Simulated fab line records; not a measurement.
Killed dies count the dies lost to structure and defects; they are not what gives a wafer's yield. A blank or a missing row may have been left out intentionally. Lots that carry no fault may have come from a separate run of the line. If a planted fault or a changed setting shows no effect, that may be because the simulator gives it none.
The tool behind it: which one? | flow nand harc | 24 lots, 72 wafers sampled, at 2 steps of a route of 1159

== WHAT EACH GAUGE READ, for each wafer ==
NHARC_P_BONDPAD_THK_MEAS_33: measures by ellipsometry.
lot  | measured     | on            | thk nm (nm)
L074 | day 5 22:34  | film metro-02 | 198.5 200.9 198.6
L075 | day 6 07:58  | film metro-02 | 198.5 199.9 196.5
L076 | day 7 04:33  | film metro-01 | 199.4 198.5 199.8
L077 | day 7 06:05  | film metro-02 | 199.5 200.2 201.0
L079 | day 7 06:46  | film metro-01 | 199.6 200.0 198.7
L078 | day 7 13:34  | film metro-02 | 200.7 201.0 201.0
L081 | day 8 03:37  | film metro-01 | 198.5 199.1 198.0
L080 | day 8 04:01  | film metro-02 | 202.4 201.0 202.4
L082 | day 8 14:18  | film metro-02 | 197.6 195.5 197.3
L083 | day 8 20:16  | film metro-02 | 198.2 197.5 198.0
L084 | day 9 02:05  | film metro-02 | 201.6 198.4 198.6
L087 | day 10 07:17 | film metro-02 | 200.1 199.0 201.4
L086 | day 10 07:33 | film metro-01 | 203.5 199.9 201.4
L085 | day 10 08:19 | film metro-01 | 201.0 199.7 200.9
L088 | day 10 09:02 | film metro-01 | 198.7 198.8 198.3
L089 | day 10 12:05 | film metro-01 | 197.6 200.1 200.5
L090 | day 10 15:53 | film metro-01 | 199.2 197.9 197.3
L092 | day 10 18:02 | film metro-01 | 199.6 200.5 198.3
L091 | day 10 19:10 | film metro-01 | 200.9 200.3 200.2
L094 | day 11 01:20 | film metro-01 | 197.3 197.2 200.7
L093 | day 11 02:16 | film metro-01 | 198.3 203.4 202.2
L095 | day 11 18:34 | film metro-02 | 199.0 199.4 198.4
L096 | day 11 18:45 | film metro-02 | 201.2 201.0 200.6
L097 | day 12 04:04 | film metro-01 | 197.8 197.8 199.5

NHARC_A_ONON_D1_THK_MEAS_11: measures by ellipsometry.
lot  | measured     | on            | thk nm (nm)
L074 | day 7 10:28  | film metro-02 | 1021 1023 1022
L075 | day 7 10:49  | film metro-02 | 985 984 984
L076 | day 8 09:27  | film metro-02 | 997 994 996
L077 | day 8 09:28  | film metro-01 | 989 992 992
L079 | day 8 09:28  | film metro-02 | 995 993 995
L078 | day 8 18:36  | film metro-02 | 1000 1000 998
L081 | day 9 08:30  | film metro-02 | 1005 1003 1004
L080 | day 9 08:30  | film metro-01 | 991 992 990
L082 | day 9 21:23  | film metro-02 | 995 995 994
L083 | day 10 01:13 | film metro-02 | 991 988 992
L084 | day 10 07:02 | film metro-02 | 999 997 999
L087 | day 11 12:50 | film metro-01 | 1012 1013 1012
L086 | day 11 12:42 | film metro-02 | 1009 1009 1011
L085 | day 11 12:29 | film metro-01 | 992 991 992
L088 | day 11 12:21 | film metro-02 | 1006 1007 1008
L089 | day 11 20:52 | film metro-01 | 983 984 984
L090 | day 11 20:30 | film metro-02 | 1002 1002 1001
L092 | day 11 20:47 | film metro-02 | 990 989 990
L091 | day 11 20:43 | film metro-01 | 1029 1029 1029
L094 | day 12 07:52 | film metro-01 | 992 990 992
L093 | day 12 07:52 | film metro-02 | 1017 1015 1014
L095 | day 12 23:56 | film metro-01 | 1010 1010 1012
L096 | day 12 23:55 | film metro-01 | 996 997 996
L097 | day 13 10:00 | film metro-01 | 989 988 985

== TOOL THAT RAN EACH LOT (tool first, then ch and the chambers of the sampled wafers, then the start) ==
Before these readings, the record contains no process step.

== WHAT THE TOOLS THEMSELVES READ (means of the sampled wafers that have a number; where no wafer has one, the mark that the record gives instead) ==
The record holds no such reading with a usual standard deviation.

== THE ANSWER, worked out from the rows above alone ==
Rule: what is usual is taken from the lots themselves. The widest of any qualifying gaps counts: lots, ordered by their means at a reading, are off when they make up no more than a third of the lots, leave a main group of 4 or more, and stand apart from it by 3 or more times the standard deviation of that group's means. The tables above print the reading to a certain number of digits; a main group whose means all agree to those digits is not used. A lot without any number at a reading at which 4 lots or more have one is off too. All remaining lots with rows at the step are treated as sound. Order of review: gauges by route order, followed by the tools' own readings, for which a lot's mean as printed above is used. The first step at which some lot is off is used, and at that step the reading that is off furthest; a lot without a number counts as furthest.
Across all readings shown, no lot is off: no conclusion can be drawn from this.

== WHAT WAS PUT IN BY THE SIMULATOR ==
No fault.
